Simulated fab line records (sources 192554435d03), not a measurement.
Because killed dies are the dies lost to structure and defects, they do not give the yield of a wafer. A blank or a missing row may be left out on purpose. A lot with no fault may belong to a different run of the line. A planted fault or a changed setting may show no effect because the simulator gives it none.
Chamber matching    flow n5 finfet    4 sister chambers for N5_BEOL_M0_ETCH_138 on rie diel-01
The step etches SiCN in CH3F/O2, target depth 12 nm, time 31.6 s. 14 wafers are shown with their chamber, then 7 later ones without.

== WAFERS WITH THEIR CHAMBER ==
wafer   chamber  drypump motor current A (A)  showerhead plenum p Torr (Torr)  throttle valve pct (%)
L075.3  0        4.9                          1.99                             16.78
L075.4  1        6.3                          1.97                             16.55
L075.6  0        4.8                          1.99                             16.78
L079.1  3        6.1                          1.95                             15.91
L079.3  2        5.8                          1.96                             16.27
L079.5  3        6.0                          1.95                             15.89
L083.3  0        4.8                          1.99                             16.77
L083.5  3        6.1                          1.95                             15.90
L083.6  2        5.8                          1.96                             16.31
L084.2  3        6.1                          1.95                             15.93
L084.5  3        6.1                          1.95                             15.92
L084.6  0        4.9                          1.99                             16.78
L088.1  3        6.1                          1.94                             15.93
L088.2  1        6.3                          1.96                             16.08

SIGNATURES (averages over the wafers above)
reading                   chamber 0  chamber 1  chamber 2  chamber 3  scatter within a chamber
drypump motor current A   4.850      6.300      5.800      6.083      0.0428
showerhead plenum p Torr  1.9900     1.9650     1.9600     1.9483     0.00365
throttle valve pct        16.7775    16.3150    16.2900    15.9133    0.106
Rule: for each reading, subtract the chamber's mean from the wafer's reading, divide by that reading's scatter and square the result; add these up over the readings and take the root, which gives the wafer's distance from the chamber. If the next closest chamber is less than 2 further off than the closest, the wafer can't be placed; otherwise it belongs to the closest. The scatter: take each reading less its chamber's mean, square it, sum over the shown wafers, divide by the number of wafers less the number of chambers, and take the root.

== WAFERS MISSING THEIR CHAMBER ==
wafer   drypump motor current A (A)  showerhead plenum p Torr (Torr)  throttle valve pct (%)
L088.3  5.8                          1.96                             16.31
L091.1  4.8                          1.98                             16.79
L091.4  5.8                          1.96                             16.32
L091.5  4.8                          1.98                             16.81
L093.2  6.1                          1.94                             15.96
L093.3  4.8                          1.98                             16.82
L093.6  6.3                          1.96                             16.10

== WHICH CHAMBER EACH WENT THROUGH ==
wafer   from the rows above  in truth
L088.3  2                    2
L091.1  0                    0
L091.4  2                    2
L091.5  0                    0
L093.2  3                    3
L093.3  0                    0
L093.6  1                    1
Placed correctly: 7 of 7. Can't be placed from these rows: 0. 0 placed wrongly.
